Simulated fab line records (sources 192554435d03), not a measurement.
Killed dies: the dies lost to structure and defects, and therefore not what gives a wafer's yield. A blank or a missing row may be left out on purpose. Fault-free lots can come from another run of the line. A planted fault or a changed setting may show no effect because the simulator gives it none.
Lot-split experiment	flow n5 finfet	21 wafers read from 7 lots, route of 1938 steps

## ON THE SPLIT
At N5_MOL_CONTACT_COAG_ETCH_105 (etches SiARC in CF4, target depth 15.6 nm, time 26 s), the setting bias w was moved away from the recipe's 36 W on 5 of the 21 wafers read, by -16.8% to +15.1%. For the rest of the wafers, this setting stayed at what the recipe calls for.

The split's own step is where the reading is taken.

## THE READING
rf vpp V, in V, at N5_MOL_CONTACT_COAG_ETCH_105 (etches SiARC in CF4, target depth 15.6 nm, time 26 s). Fault-free wafers of this fab line usually give 184.1 V, standard deviation 1 V.

wafer	tool, chamber at the split	bias w as run, W	against the recipe	rf vpp V, V	against lot-mates on the recipe
L074.1	rie diel-06, 0	36	recipe	183.6	-
L074.4	rie diel-06, 3	36	recipe	184.7	-
L074.5	rie diel-06, 1	36	recipe	184.4	-
L080.3	rie diel-01, 0	36	recipe	184.9	-
L080.5	rie diel-01, 3	41.42	+15.1%	200.6	+15.7
L080.6	rie diel-01, 2	41.42	+15.1%	199.7	+14.8
L081.1	rie diel-01, 0	36	recipe	183.7	-
L081.2	rie diel-01, 3	36	recipe	183.6	-
L081.5	rie diel-01, 3	36	recipe	184.8	-
L083.1	rie diel-06, 2	36	recipe	185.2	-
L083.2	rie diel-06, 0	36	recipe	183.2	-
L083.6	rie diel-06, 2	36	recipe	185.1	-
L084.3	rie diel-06, 3	29.94	-16.8%	163.7	-19.2
L084.4	rie diel-06, 2	29.94	-16.8%	164.5	-18.4
L084.5	rie diel-06, 0	36	recipe	182.9	-
L090.3	rie diel-04, 0	36	recipe	185.3	-
L090.4	rie diel-04, 2	38.96	+8.2%	195.5	+10.9
L090.5	rie diel-04, 1	36	recipe	183.9	-
L097.1	rie diel-04, 1	36	recipe	183.1	-
L097.4	rie diel-04, 3	36	recipe	183.8	-
L097.6	rie diel-04, 3	36	recipe	183.0	-

THE FIT
A straight line over all 21 wafers: rf vpp V changes by +1.15 V for each +1% of bias w; r = +0.99; the points scatter about the line by 0.99 V.
The same after taking each lot's own level away (the mean of its wafers on the recipe; 21 wafers): +1.09 V for each +1%; r = +1.00; scatter 0.82 V.
That fit puts the effect of the largest move of bias w on the reading at 18 V.
Across the lots, their own levels run from 182.90 to 184.90 V, a range of 2.0 times the standard deviation given above.
The two slopes agree, so the slope changes little with the lot-to-lot level.
Check: with one of the wafers moved furthest among these (-16.8%) left out of the fit, the line predicts -18 V for it against its lot-mates. Against them it came out at -19.2 V.
Tool readings at the split's step, against how far the setting was moved: rf vpp V r = +0.99.

## OTHER SPLITS ON THESE WAFERS
Before the reading, these wafers also passed through other splits. Each is held against what the fit with the lots' levels taken away leaves over:
other split on the same wafers	wafers away from the commonest value	r with rf vpp V (lot level and that fit taken away)
N5_SD_EPI_N_DEVELOP_08 develop time s	6	+0.04
N5_SD_EPI_P_COAT_34 spin rpm	8	-0.14
N5_SDB_EXPOSE_08 dose mj	12	+0.21
N5_HKMG_FIN_COAT_30 spin rpm	9	-0.21
N5_HKMG_FIN_PEB_10 peb time s	8	+0.02

## THE FILE'S OWN FIT
rf vpp V changes by +1.1 V for each +1% of bias w, r = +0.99.
